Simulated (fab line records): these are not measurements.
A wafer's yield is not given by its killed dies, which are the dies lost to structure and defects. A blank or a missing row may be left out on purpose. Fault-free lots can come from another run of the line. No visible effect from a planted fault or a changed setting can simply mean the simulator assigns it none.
Which tool is to blame? + flow nand-harc + Sampling: 13 lots, 39 wafers, 5 of 1302 route steps

== WHAT THE GAUGES SHOWED, per wafer ==
NHARC_P_CONTACT_INSPECT_14.
| lot  | measured     | on                | raw-defect-count |
|------|--------------|-------------------|------------------|
| L317 | day 6 01:26  | defect-inspect-02 | 9 8 4            |
| L318 | day 6 11:08  | defect-inspect-02 | 5 8 5            |
| L319 | day 7 00:56  | defect-inspect-01 | 3 5 5            |
| L322 | day 8 00:36  | defect-inspect-01 | 2 2 5            |
| L323 | day 8 18:52  | defect-inspect-02 | 4 3 5            |
| L324 | day 9 08:57  | defect-inspect-01 | 5 0 2            |
| L325 | day 9 11:35  | defect-inspect-02 | 7 8 8            |
| L326 | day 9 23:31  | defect-inspect-02 | 8 5 3            |
| L327 | day 10 08:00 | defect-inspect-02 | 4 3 1            |
| L328 | day 10 14:36 | defect-inspect-02 | 4 1 4            |
| L336 | day 13 16:16 | defect-inspect-01 | 5 4 7            |
| L337 | day 14 01:26 | defect-inspect-02 | 6 8 7            |
| L338 | day 15 01:56 | defect-inspect-01 | 2 3 3            |

NHARC_P_CONTACT_INSPECT_27.
| lot  | measured     | on                | raw-defect-count |
|------|--------------|-------------------|------------------|
| L317 | day 6 04:36  | defect-inspect-02 | 297 151 201      |
| L318 | day 6 14:16  | defect-inspect-02 | 275 322 244      |
| L319 | day 7 04:13  | defect-inspect-01 | 468 309 440      |
| L322 | day 8 04:19  | defect-inspect-01 | 381 165 220      |
| L323 | day 8 22:00  | defect-inspect-02 | 246 207 228      |
| L324 | day 9 12:07  | defect-inspect-01 | 498 312 309      |
| L325 | day 9 14:44  | defect-inspect-02 | 209 222 309      |
| L326 | day 10 02:40 | defect-inspect-02 | 298 231 267      |
| L327 | day 10 11:08 | defect-inspect-02 | 206 429 255      |
| L328 | day 10 18:17 | defect-inspect-01 | 278 255 380      |
| L336 | day 13 19:26 | defect-inspect-02 | 355 263 441      |
| L337 | day 14 05:08 | defect-inspect-01 | 389 326 326      |
| L338 | day 15 05:04 | defect-inspect-01 | 397 404 433      |

NHARC_END_SORT_01.
| lot  | measured     | on        | defect-limited-yield (%) | killed-at-array | killed-at-other | killed-at-periphery | killed-dies | killed-open | killed-short | sort_bin_2_pct (%) | sort_bin_3_pct (%) | sort_bin_4_pct (%) | sort-n-pass | sort-rim-yield-pct (%) | sort-yield-pct (%) |
|------|--------------|-----------|--------------------------|-----------------|-----------------|---------------------|-------------|-------------|--------------|--------------------|--------------------|--------------------|-------------|------------------------|--------------------|
| L323 | day 27 08:19 | prober-01 | 93.2 93.9 94.2           | 43 38 34        | 2 0 2           | 1 3 3               | 46 41 39    | 5 4 3       | 4 5 3        | 1.9 2.7 2.2        | 0.4 0.6 0.7        | 4.4 2.8 2.8        | 631 636 638 | 92 89 92               | 93.2 93.9 94.2     |
| L328 | day 29 08:16 | prober-01 | 92.9 92.2 93.6           | 46 49 41        | 2 1 1           | 0 3 1               | 48 53 43    | 4 4 2       | 2 3 2        | 2.2 2.8 1.6        | 0.1 0.6 0.7        | 4.7 4.4 4.0        | 629 624 634 | 96 93 94               | 92.9 92.2 93.6     |

== EACH LOT AND THE TOOL THAT RAN IT (in order: tool; ch and the chambers of the sampled wafers; start) ==
| lot  | NHARC_P_M0_DEGAS_28          | NHARC_P_M1_SOFTBAKE_04            |
|------|------------------------------|-----------------------------------|
| L317 | pvd-sputter-01, day 6 06:36  | litho-track-06 ch 0, day 6 09:00  |
| L318 | pvd-sputter-03, day 6 16:18  | litho-track-04 ch 0, day 6 18:00  |
| L319 | pvd-sputter-02, day 7 06:23  | litho-track-04 ch 0, day 7 08:00  |
| L322 | pvd-sputter-01, day 8 06:26  | litho-track-01 ch 0, day 8 08:00  |
| L323 | pvd-sputter-01, day 9 00:02  | litho-track-01 ch 0, day 9 02:00  |
| L324 | pvd-sputter-03, day 9 14:00  | litho-track-01 ch 0, day 9 16:00  |
| L325 | pvd-sputter-01, day 9 16:44  | litho-track-04 ch 0, day 9 19:00  |
| L326 | pvd-sputter-03, day 10 05:05 | litho-track-06 ch 0, day 10 07:00 |
| L327 | pvd-sputter-01, day 10 13:09 | litho-track-01 ch 0, day 10 15:00 |
| L328 | pvd-sputter-03, day 10 20:18 | litho-track-01 ch 0, day 10 22:00 |
| L336 | pvd-sputter-03, day 13 21:26 | litho-track-04 ch 0, day 13 23:00 |
| L337 | pvd-sputter-03, day 14 07:09 | litho-track-04 ch 0, day 14 09:00 |
| L338 | pvd-sputter-03, day 15 07:05 | litho-track-01 ch 0, day 15 10:00 |
- NHARC_P_M0_DEGAS_28: time 60 s.
- NHARC_P_M1_SOFTBAKE_04: time 55 s.

== WHAT THE TOOLS THEMSELVES READ (means of the sampled wafers that have a number; where no wafer has one, the mark that the record gives instead) ==
NHARC_P_M0_DEGAS_28.
| lot  | tool           | heater-power-w (W) |
|------|----------------|--------------------|
| L317 | pvd-sputter-01 | 333                |
| L318 | pvd-sputter-03 | 289                |
| L319 | pvd-sputter-02 | 296                |
| L322 | pvd-sputter-01 | 336                |
| L323 | pvd-sputter-01 | 336                |
| L324 | pvd-sputter-03 | 357                |
| L325 | pvd-sputter-01 | 336                |
| L326 | pvd-sputter-03 | 320                |
| L327 | pvd-sputter-01 | 329                |
| L328 | pvd-sputter-03 | 334                |
| L336 | pvd-sputter-03 | 332                |
| L337 | pvd-sputter-03 | 304                |
| L338 | pvd-sputter-03 | 324                |

NHARC_P_M1_SOFTBAKE_04.
| lot  | tool           | heater-power-total-W (W) |
|------|----------------|--------------------------|
| L317 | litho-track-06 | 188.36                   |
| L318 | litho-track-04 | 188.45                   |
| L319 | litho-track-04 | 188.54                   |
| L322 | litho-track-01 | 188.51                   |
| L323 | litho-track-01 | 188.52                   |
| L324 | litho-track-01 | 188.47                   |
| L325 | litho-track-04 | 188.37                   |
| L326 | litho-track-06 | 188.47                   |
| L327 | litho-track-01 | 188.50                   |
| L328 | litho-track-01 | 188.57                   |
| L336 | litho-track-04 | 183.13                   |
| L337 | litho-track-04 | 183.00                   |
| L338 | litho-track-01 | 188.35                   |

== THE ANSWER, worked out from the rows above alone ==
Rule: the usual values come from the lots themselves. Put in order of their means at a reading, lots are off if they are a third of the lots or fewer, leave a main group of 4 or more, and stand apart from it by a gap of 3 or more times the standard deviation of the main group's means; of several such gaps the widest counts. Not used: any main group whose means are identical at the precision the tables above print for the reading. Also off: a lot with no number at a reading for which 4 or more lots have one. Any other lot the step has rows for is counted as sound. After the gauges, taken in route order, come the tools' own readings; for these a lot's mean is taken, as printed above. At the first step where some lot is off, the reading lying furthest off is the one used; lots without a number count as furthest.
Off, at NHARC_P_M1_SOFTBAKE_04 on heater-power-total-W: L336, L337. For the main group the mean is 188.46 W and the standard deviation 0.072.
If a tool, at that step or one of the process steps before it, ran each lot that is off and ran no sound lot following the first of them, it fits. One fits: litho-track-04 at NHARC_P_M1_SOFTBAKE_04. A fault onset in the window from L325 (day 9 19:00, its last sound lot) to L336 (day 13 23:00, its first lot off) fits.
On the lots that are off, the tool's own readings at NHARC_P_M1_SOFTBAKE_04 differ by more than 5 times the standard deviation of the sound lots' means, which bears it out; heater-power-total-W reads 183.06 W there versus 188.46 W on the sound lots.

== WHAT THE SIMULATOR HAD INSERTED ==
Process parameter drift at NHARC_P_M1_SOFTBAKE_04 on litho-track-04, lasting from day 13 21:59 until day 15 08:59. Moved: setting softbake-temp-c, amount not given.
Struck lots among those shown: L336, L337. The same result came from the rule above.
